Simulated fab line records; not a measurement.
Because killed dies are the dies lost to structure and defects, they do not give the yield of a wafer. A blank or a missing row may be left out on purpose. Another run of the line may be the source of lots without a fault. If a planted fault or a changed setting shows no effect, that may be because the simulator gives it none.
fab line records + flow n5_finfet
[record]
- lots = 7
- wafers = 21
route steps=1938 shown BEOL_M15@1773 MIM_BOT_ETCH@1866 TV_OPEN@1890 PASSIVATION@1901
start_h: the number of hours between the record's first day and the start of the first shown wafer of the lot + wait_h: hours elapsed since this lot's preceding step + " unchanged from the row above + L1.1+2: a single row standing in for several wafers + - either no value or no given start + * or withheld: withheld + < > ~ a bound
route shown NAME@n: NAME is a module with steps in the file, n the number in the route of the first one + usual: mean/standard deviation taken from wafers without a fault + same: alike in all rows + chamber/n: place in a boat + sites: readings site by site + _std_site: how widely they spread, as a standard deviation + _edge_site: inner sites' mean taken away from outer sites' mean + radius_mm: how far each site lies from the wafer's centre + mask NAME#n: copy n + behind: tool/chamber where the wafer was last shaped + hold: why the lot went on hold/how many hours it stayed there/how the hold came to an end + device: transistor that didn't switch, given as n, p or np + end of line: the route-end tests of the same wafers + step lacking rows: just its recipe + killed: at the first sort, the dies lost to defects and structure; wafer yield is something else + map: a wafer's dies, x killed, . not, _ none there
set.NAME: the setting the step ran with; set.NAME@STEP: the setting that earlier step ran with + model.NAME: the simulator's own value behind a step, which no gauge read
lots run with intentionally changed settings; tables by step, rows by wafer
[[steps]]
[step N5_BEOL_M15_ILD_DEP_00]
[recipe]
- material = SiO2
- target_thk_a = 16293
- temp_c = 400
- precursor = TEOS/O2
- pressure_torr = 6.5
- rf_w = 900
- teos_flow_sccm = 161.4
- gas = O2
- flow_sccm = 2650
- time_s = 346.1
| lot.wafer | tool     | chamber | start_h | wait_h | set.time_s | model.SiO2_of_BEOL_M15_ILD_DEP_00.thk_nm |
|-----------|----------|---------|---------|--------|------------|------------------------------------------|
| L076.1    | pecvd-03 | 1       | 261.18  | 0.0    | 346.1      | 1602                                     |
| L076.4    | "        | 2       | "       | "      | 346.1      | 1652                                     |
| L076.6    | "        | 0       | "       | "      | 346.1      | 1647                                     |
| L077.2    | pecvd-04 | 0       | 265.32  | 0.0    | 311.1      | 1443                                     |
| L077.3    | "        | 1       | "       | "      | 346.1      | 1633                                     |
| L077.6    | "        | 2       | "       | "      | 311.1      | 1488                                     |
| L082.1    | pecvd-02 | 0       | 298.13  | 0.0    | 346.1      | 1612                                     |
| L082.4    | "        | 0       | "       | "      | 346.1      | 1639                                     |
| L082.5    | "        | 1       | "       | "      | 329.7      | 1571                                     |
| L086.2    | pecvd-02 | 1       | 329.22  | 0.0    | 346.1      | 1603                                     |
| L086.3    | "        | 2       | "       | "      | 320        | 1470                                     |
| L086.6    | "        | 1       | "       | "      | 346.1      | 1638                                     |
| L093.1    | pecvd-02 | 1       | 372.92  | 0.0    | 346.1      | 1609                                     |
| L093.2    | "        | 2       | "       | "      | 346.1      | 1590                                     |
| L093.6    | "        | 1       | "       | "      | 346.1      | 1625                                     |
| L094.1    | pecvd-02 | 1       | 375.21  | 0.0    | 346.1      | 1649                                     |
| L094.3    | "        | 2       | "       | "      | 367.2      | 1700                                     |
| L094.6    | "        | 1       | "       | "      | 367.2      | 1773                                     |
| L097.2    | pecvd-02 | 1       | 390.46  | 0.0    | 346.1      | 1612                                     |
| L097.3    | "        | 0       | "       | "      | 329.8      | 1540                                     |
| L097.5    | "        | 0       | "       | "      | 329.8      | 1549                                     |
[step N5_BEOL_M15_THK_MEAS_01]
[recipe]
- reads = SiO2_of_BEOL_M15_ILD_DEP_00
[usual]
- M15_ILD_THK = 1631/21
| lot.wafer | tool          | chamber | start_h | wait_h | set.time_s@BEOL_M15_ILD_DEP_00 | M15_ILD_THK[nm] |
|-----------|---------------|---------|---------|--------|--------------------------------|-----------------|
| L076.1    | film_metro-01 | -       | 261.43  | 0.1    | 346.1                          | 1601            |
| L076.4    | "             | -       | "       | "      | 346.1                          | 1653            |
| L076.6    | "             | -       | "       | "      | 346.1                          | 1647            |
| L077.2    | film_metro-02 | -       | 265.57  | 0.1    | 311.1                          | 1444            |
| L077.3    | "             | -       | "       | "      | 346.1                          | 1634            |
| L077.6    | "             | -       | "       | "      | 311.1                          | 1489            |
| L082.1    | film_metro-02 | -       | 298.38  | 0.1    | 346.1                          | 1611            |
| L082.4    | "             | -       | "       | "      | 346.1                          | 1639            |
| L082.5    | "             | -       | "       | "      | 329.7                          | 1572            |
| L086.2    | film_metro-02 | -       | 329.48  | 0.1    | 346.1                          | 1603            |
| L086.3    | "             | -       | "       | "      | 320                            | 1469            |
| L086.6    | "             | -       | "       | "      | 346.1                          | 1639            |
| L093.1    | film_metro-02 | -       | 373.17  | 0.1    | 346.1                          | 1609            |
| L093.2    | "             | -       | "       | "      | 346.1                          | 1590            |
| L093.6    | "             | -       | "       | "      | 346.1                          | 1626            |
| L094.1    | film_metro-01 | -       | 375.46  | 0.1    | 346.1                          | 1648            |
| L094.3    | "             | -       | "       | "      | 367.2                          | 1701            |
| L094.6    | "             | -       | "       | "      | 367.2                          | 1772            |
| L097.2    | film_metro-02 | -       | 390.71  | 0.1    | 346.1                          | 1612            |
| L097.3    | "             | -       | "       | "      | 329.8                          | 1540            |
| L097.5    | "             | -       | "       | "      | 329.8                          | 1549            |
[step N5_BEOL_M15_COAT_58]
[recipe]
- resist = BARC
- temp_c = 205
- time_s = 60
- spin_rpm = 1500
- resist_thk_nm = 89
[step N5_BEOL_M15_COAT_04]
[recipe]
- spin_rpm = 1704
- resist_thk_nm = 800
[step N5_BEOL_M15_DESCUM_15]
[recipe]
- chemistry = O2
- time_s = 7.9
- source_power_w = 50
- bias_power_w = 20
- pressure_mtorr = 20
- rf_frequency_hz = 2.712e+07
- temp_c = 40
- o2_flow_sccm = 225
[step N5_BEOL_M15_ETCH_59]
[recipe]
- chemistry = N2/H2
- target = BARC
- target_depth_a = 890
- overetch_a = 267
- time_s = 67.9
- ion_energy_ev = 200
- pressure_mtorr = 30
- source_w = 840
- bias_w = 150
- n2_flow_sccm = 200
- h2_flow_sccm = 200
[step N5_BEOL_M15_VIA_ETCH_16]
[recipe]
- chemistry = C4F8/O2/Ar
- target = SiO2
- he_inner_torr = 15
- he_outer_torr = 30
- target_depth_a = 17922
- time_s = withheld
- ion_energy_ev = 800
- pressure_mtorr = 20
- source_w = 1905
- bias_w = 2040
- Ar_flow_sccm = 400
- C4F8_flow_sccm = 16
- O2_flow_sccm = 12
- ends = cleared
| lot.wafer | tool        | chamber | start_h | wait_h | set.time_s@BEOL_M15_ILD_DEP_00 | model.etch.depth_nm |
|-----------|-------------|---------|---------|--------|--------------------------------|---------------------|
| L076.1    | rie_diel-04 | 0       | 261.92  | 0.0    | *                              | 1602                |
| L076.4    | "           | 1       | "       | "      | *                              | 1652                |
| L076.6    | "           | 2       | "       | "      | *                              | 1647                |
| L077.2    | rie_diel-05 | 3       | 266.05  | 0.0    | *                              | 1443                |
| L077.3    | "           | 1       | "       | "      | *                              | 1633                |
| L077.6    | "           | 0       | "       | "      | *                              | 1488                |
| L082.1    | rie_diel-01 | 1       | 298.98  | 0.0    | *                              | 1612                |
| L082.4    | "           | 3       | "       | "      | *                              | 1639                |
| L082.5    | "           | 1       | "       | "      | *                              | 1571                |
| L086.2    | rie_diel-01 | 0       | 330.08  | 0.0    | *                              | 1603                |
| L086.3    | "           | 1       | "       | "      | *                              | 1470                |
| L086.6    | "           | 3       | "       | "      | *                              | 1638                |
| L093.1    | rie_diel-04 | 3       | 373.83  | 0.0    | *                              | 1609                |
| L093.2    | "           | 2       | "       | "      | *                              | 1590                |
| L093.6    | "           | 1       | "       | "      | *                              | 1625                |
| L094.1    | rie_diel-01 | 2       | 375.94  | 0.0    | *                              | 1649                |
| L094.3    | "           | 1       | "       | "      | *                              | 1700                |
| L094.6    | "           | 2       | "       | "      | *                              | 1773                |
| L097.2    | rie_diel-04 | 2       | 391.62  | 0.0    | *                              | 1612                |
| L097.3    | "           | 3       | "       | "      | *                              | 1540                |
| L097.5    | "           | 3       | "       | "      | *                              | 1549                |
[step N5_MIM_BOT_ETCH_ETCH_04]
[recipe]
- chemistry = CF4/O2
- target = SiNx
- target_depth_a = 260
- time_s = 13
- ion_energy_ev = 100
- pressure_mtorr = 40
- source_w = 535
- bias_w = 49
- Ar_flow_sccm = 100
- cf4_flow_sccm = 100
- O2_flow_sccm = 10
| lot.wafer | tool        | chamber | start_h | wait_h | set.time_s | model.etch.depth_nm |
|-----------|-------------|---------|---------|--------|------------|---------------------|
| L076.1    | rie_diel-03 | 0       | 270.15  | 0.0    | 13         | 27.02               |
| L076.4    | "           | 1       | "       | "      | 13         | 27.36               |
| L076.6    | "           | 1       | "       | "      | 13         | 27.26               |
| L077.2    | rie_diel-02 | 1       | 274.77  | 0.0    | 13         | 26.44               |
| L077.3    | "           | 3       | "       | "      | 13         | 26.04               |
| L077.6    | "           | 3       | "       | "      | 13         | 25.86               |
| L082.1    | rie_diel-03 | 3       | 308.43  | 0.0    | 15.18      | 30.85               |
| L082.4    | "           | 1       | "       | "      | 13         | 27.77               |
| L082.5    | "           | 3       | "       | "      | 13         | 26.62               |
| L086.2    | rie_diel-02 | 0       | 344.61  | 0.0    | 13.76      | 28.1                |
| L086.3    | "           | 2       | "       | "      | 13.76      | 27.83               |
| L086.6    | "           | 0       | "       | "      | 13.76      | 28.12               |
| L093.1    | rie_diel-03 | 0       | 381.92  | 0.0    | 11.12      | 23.36               |
| L093.2    | "           | 1       | "       | "      | 13         | 27.76               |
| L093.6    | "           | 1       | "       | "      | 13         | 27.81               |
| L094.1    | rie_diel-03 | 3       | 385.98  | 0.0    | 13         | 26.75               |
| L094.3    | "           | 0       | "       | "      | 13         | 27.21               |
| L094.6    | "           | 0       | "       | "      | 13         | 27.22               |
| L097.2    | rie_diel-02 | 1       | 401.67  | 0.0    | 13         | 26.59               |
| L097.3    | "           | 3       | "       | "      | 14         | 28.46               |
| L097.5    | "           | 3       | "       | "      | 13         | 26.24               |
[step N5_PASSIVATION_ETCH_15]
[recipe]
- chemistry = CF4/N2
- target = SiCN
- target_depth_a = 750
- taper_deg = 2
- time_s = 81.2
- ion_energy_ev = 150
- mask_material = SiNx
- pressure_mtorr = 40
- source_w = 430
- bias_w = 70
- Ar_flow_sccm = 100
- cf4_flow_sccm = 60
- n2_flow_sccm = 60
[usual]
- rf_vpp_V = 382.3/2
| lot.wafer | tool        | chamber | start_h | wait_h | set.bias_w | rf_vpp_V |
|-----------|-------------|---------|---------|--------|------------|----------|
| L076.1    | rie_diel-01 | 3       | -       | -      | 70         | 384.2    |
| L076.4    | "           | 0       | "       | "      | 70         | 384.3    |
| L076.6    | "           | 1       | "       | "      | 70         | 382.0    |
| L077.2    | rie_diel-05 | 0       | -       | -      | 70         | 379.6    |
| L077.3    | "           | 3       | "       | "      | 81.01      | 416.0    |
| L077.6    | "           | 2       | "       | "      | 70         | 382.4    |
| L082.1    | rie_diel-04 | 1       | -       | -      | 70         | 381.8    |
| L082.4    | "           | 0       | "       | "      | 73.32      | 396.4    |
| L082.5    | "           | 3       | "       | "      | 70         | 379.8    |
| L086.2    | rie_diel-04 | 3       | -       | -      | 70         | 380.4    |
| L086.3    | "           | 2       | "       | "      | 70         | 382.2    |
| L086.6    | "           | 0       | "       | "      | 70         | 384.9    |
| L093.1    | rie_diel-04 | 0       | -       | -      | 77.59      | 409.8    |
| L093.2    | "           | 1       | "       | "      | 77.59      | 407.1    |
| L093.6    | "           | 2       | "       | "      | 70         | 380.6    |
| L094.1    | rie_diel-05 | 3       | -       | -      | 70         | 377.1    |
| L094.3    | "           | 0       | "       | "      | 78.82      | 416.6    |
| L094.6    | "           | 3       | "       | "      | 78.82      | 409.8    |
| L097.2    | rie_diel-05 | 0       | -       | -      | 57.92      | 341.4    |
| L097.3    | "           | 1       | "       | "      | 70         | 377.6    |
| L097.5    | "           | 0       | "       | "      | 70         | 386.3    |
[step N5_PASSIVATION_EXPOSE_27]
[recipe]
- mask_id = PAD
- na = 0.55
- source_shape = conventional
- sigma_outer = 0.8
- polarization = unpolarized
- defocus_nm = 0
- dose_mj = 32.3
| lot.wafer  | tool           | chamber | start_h | wait_h | mask  | set.dose_mj |
|------------|----------------|---------|---------|--------|-------|-------------|
| L076.1+4+6 | krf_scanner-02 | 0       | 273.27  | -      | PAD#0 | 32.3        |
| L077.2+3+6 | krf_scanner-01 | 0       | 277.96  | -      | PAD#0 | 32.3        |
| L082.1+5   | krf_scanner-02 | 0       | 312.50  | -      | PAD#0 | 32.3        |
| L082.4     | "              | 0       | "       | "      | PAD#0 | 33.38       |
| L086.2+3   | krf_scanner-02 | 0       | 348.70  | -      | PAD#0 | 32.3        |
| L086.6     | "              | 0       | "       | "      | PAD#0 | 31.05       |
| L093.1     | krf_scanner-02 | 0       | 385.23  | -      | PAD#0 | 33.92       |
| L093.2+6   | "              | 0       | "       | "      | PAD#0 | 32.3        |
| L094.1+3   | krf_scanner-01 | 0       | 393.10  | -      | PAD#0 | 33.29       |
| L094.6     | "              | 0       | "       | "      | PAD#0 | 32.3        |
| L097.2+3+5 | krf_scanner-02 | 0       | 404.90  | -      | PAD#0 | 34.2        |
[step N5_PASSIVATION_PEB_28]
[recipe]
- peb_temp_c = withheld
- peb_time_s = *
[step N5_PASSIVATION_DEVELOP_29]
[recipe]
- develop_time_s = 60
- rinse_liquid = diw
- dry = air_spin
- dev_temp_c = 21
[step N5_PASSIVATION_HARDBAKE_31]
[recipe]
- temp_c = 130
- time_s = 120
[step N5_PASSIVATION_CD_MEAS_30]
[recipe]
- target_cd_nm = 4000
- landing_energy_ev = 500
- detector = se_inlens
- polarity = opening
[usual]
- cd_nm = 3999.3/1.6
| lot.wafer | tool      | chamber | start_h | wait_h | set.dose_mj@PASSIVATION_EXPOSE_27 | cd_nm  |
|-----------|-----------|---------|---------|--------|-----------------------------------|--------|
| L076.1    | cd_sem-01 | 0       | 273.44  | -      | 32.3                              | 3999.0 |
| L076.4    | "         | 0       | "       | "      | 32.3                              | 3998.4 |
| L076.6    | "         | 0       | "       | "      | 32.3                              | 3997.2 |
| L077.2    | cd_sem-02 | 0       | 278.13  | -      | 32.3                              | 3999.3 |
| L077.3    | "         | 0       | "       | "      | 32.3                              | 3998.7 |
| L077.6    | "         | 0       | "       | "      | 32.3                              | 4001.1 |
| L082.1    | cd_sem-01 | 0       | 312.67  | -      | 32.3                              | 3999.5 |
| L082.4    | "         | 0       | "       | "      | 33.38                             | 4006.7 |
| L082.5    | "         | 0       | "       | "      | 32.3                              | 3998.4 |
| L086.2    | cd_sem-02 | 0       | 348.87  | -      | 32.3                              | 3997.7 |
| L086.3    | "         | 0       | "       | "      | 32.3                              | 3996.7 |
| L086.6    | "         | 0       | "       | "      | 31.05                             | 3993.1 |
| L093.1    | cd_sem-02 | 0       | 385.40  | -      | 33.92                             | 4008.1 |
| L093.2    | "         | 0       | "       | "      | 32.3                              | 3997.9 |
| L093.6    | "         | 0       | "       | "      | 32.3                              | 3994.8 |
| L094.1    | cd_sem-01 | 0       | 393.27  | -      | 33.29                             | 4006.5 |
| L094.3    | "         | 0       | "       | "      | 33.29                             | 4004.7 |
| L094.6    | "         | 0       | "       | "      | 32.3                              | 3999.7 |
| L097.2    | cd_sem-03 | 0       | 405.07  | -      | 34.2                              | 4007.6 |
| L097.3    | "         | 0       | "       | "      | 34.2                              | 4006.4 |
| L097.5    | "         | 0       | "       | "      | 34.2                              | 4006.9 |
[[key]]
[split]
- step = N5_BEOL_M15_ILD_DEP_00
- setting = time_s
- stated = 346.1
- by = wafer
[response]
- step = N5_BEOL_M15_ILD_DEP_00
- reading = model.SiO2_of_BEOL_M15_ILD_DEP_00.thk_nm
- change = +16.3
- per = 1%
- r = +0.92
[response]
- step = N5_BEOL_M15_THK_MEAS_01
- reading = M15_ILD_THK
- change = +16.4
- per = 1%
- r = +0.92
[response]
- step = N5_BEOL_M15_VIA_ETCH_16
- reading = model.etch.depth_nm
- change = +16.3
- per = 1%
- r = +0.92
[split]
- step = N5_MIM_BOT_ETCH_ETCH_04
- setting = time_s
- stated = 13
- by = wafer
[response]
- step = N5_MIM_BOT_ETCH_ETCH_04
- reading = model.etch.depth_nm
- change = +0.257
- per = 1%
- r = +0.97
[split]
- step = N5_PASSIVATION_ETCH_15
- setting = bias_w
- stated = 70
- by = wafer
[response]
- step = N5_PASSIVATION_ETCH_15
- reading = rf_vpp_V
- change = +2.46
- per = 1%
- r = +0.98
[split]
- step = N5_PASSIVATION_EXPOSE_27
- setting = dose_mj
- stated = 32.3
- by = wafer
[response]
- step = N5_PASSIVATION_CD_MEAS_30
- reading = cd_nm
- change = +1.96
- per = 1%
- r = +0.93
